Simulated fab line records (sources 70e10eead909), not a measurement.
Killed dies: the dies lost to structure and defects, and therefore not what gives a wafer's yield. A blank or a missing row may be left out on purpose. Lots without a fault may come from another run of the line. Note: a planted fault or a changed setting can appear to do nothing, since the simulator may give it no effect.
Problem report, 8D (eight disciplines) form, completed by code + flow nandHarc + the parts of the form that need people (team, actions taken, sign-off) are left out

1. WHAT IS WRONG
At NHARC_A_ONON_D1_THK_MEAS_02, thkNm averages 861 nm over 3 wafers from 2 lots, while fault-free wafers read 1003 nm, standard deviation 9. Measured from the usual mean, that is -16 standard deviations.
The step: measures by ellipsometry.
First observed at day 10 03:17: wafer L682.1, on filmMetro-01. At this step, 39 wafers from 13 lots have a number in the record. Rule for "out" (also "out of limits"): further than 4 standard deviations from the usual mean. The rest of the wafers with a number are treated as sound.

2. WHAT IT IS AND WHAT IT IS NOT
| question                    | is                         | is not                                                                                                                    |
|-----------------------------|----------------------------|---------------------------------------------------------------------------------------------------------------------------|
| which readings at this step | thkNm                      | -                                                                                                                         |
| which lots                  | L682, L683                 | L676, L678, L688, L690, L692, L694, L695, L696, L697, L698, L699                                                          |
| which wafers of those lots  | L682.1, L682.3, L683.3     | L682.5, L683.4, L683.6                                                                                                    |
| read on which gauges        | filmMetro-01, filmMetro-02 | -                                                                                                                         |
| when                        | from day 10 03:17          | up to then (7 sound wafers); but 29 sound wafers of L683, L688, L690, L692, L694, L695, L696, L697, L698, L699 came after |

3. WHAT RULES OUT EACH SUSPECT
Counting: if a tool at a process step up to the reading ran every lot that is out, it stays a suspect. Sound lots after the first of them don't rule it out here, since some wafers of a struck lot are sound.
- ruled out: the gauge at NHARC_A_ONON_D1_THK_MEAS_02. Those wafers that are out were read across 2 gauges (filmMetro-01, filmMetro-02).
- pecvdOnon-02 at NHARC_A_ONON_D1_DEP_00 (target thk 1000 nm): kept. It ran every lot that is out, first L682 (day 10 02:46); its last sound lot up to then is L676 (day 7 13:21).
Remaining after the count: pecvdOnon-02 at NHARC_A_ONON_D1_DEP_00.

4. THE CAUSE (what the simulator had put in)
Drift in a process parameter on pecvdOnon-02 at NHARC_A_ONON_D1_DEP_00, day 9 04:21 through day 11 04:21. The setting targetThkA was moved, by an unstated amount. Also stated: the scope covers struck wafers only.
The count eliminated every tool but this one.

5. THE EFFECT CHAIN, in route order
One row per reading whose mean, taken over the struck wafers that have a number, lies over 3 standard deviations from the usual. Readings are gone through only where the record gives a usual standard deviation; hours: the median, over the lots, of the time from a lot's start at the first step in this table giving one to that lot's start at this step; sigmas: the change measured in usual standard deviations.
| hours | step                        | reading       | usual   | on struck wafers | change | sigmas |
|-------|-----------------------------|---------------|---------|------------------|--------|--------|
| 0     | NHARC_A_ONON_D1_THK_MEAS_02 | thkNm         | 1003 nm | 861              | -142   | -16    |
| 395   | NHARC_END_SORT_01           | killedAtArray | 59      | 673              | +614   | +38    |
| 395   | NHARC_END_SORT_01           | killedDies    | 64      | 677              | +613   | +38    |

6. WHAT WOULD HAVE CAUGHT IT SOONER
In this record the first reading out of limits at a measuring or inspecting step was taken at day 10 03:17, 23 hours after the fault began at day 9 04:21.
An alarm limit of 4 standard deviations would not have fired on the tool readings at NHARC_A_ONON_D1_DEP_00 for which the record gives a usual standard deviation, since none of them was out on any struck wafer.
Lots out: 2; of these, L683 started NHARC_A_ONON_D1_DEP_00 on pecvdOnon-02 after day 10 03:17. A tool hold placed at that time would have kept it from harm.
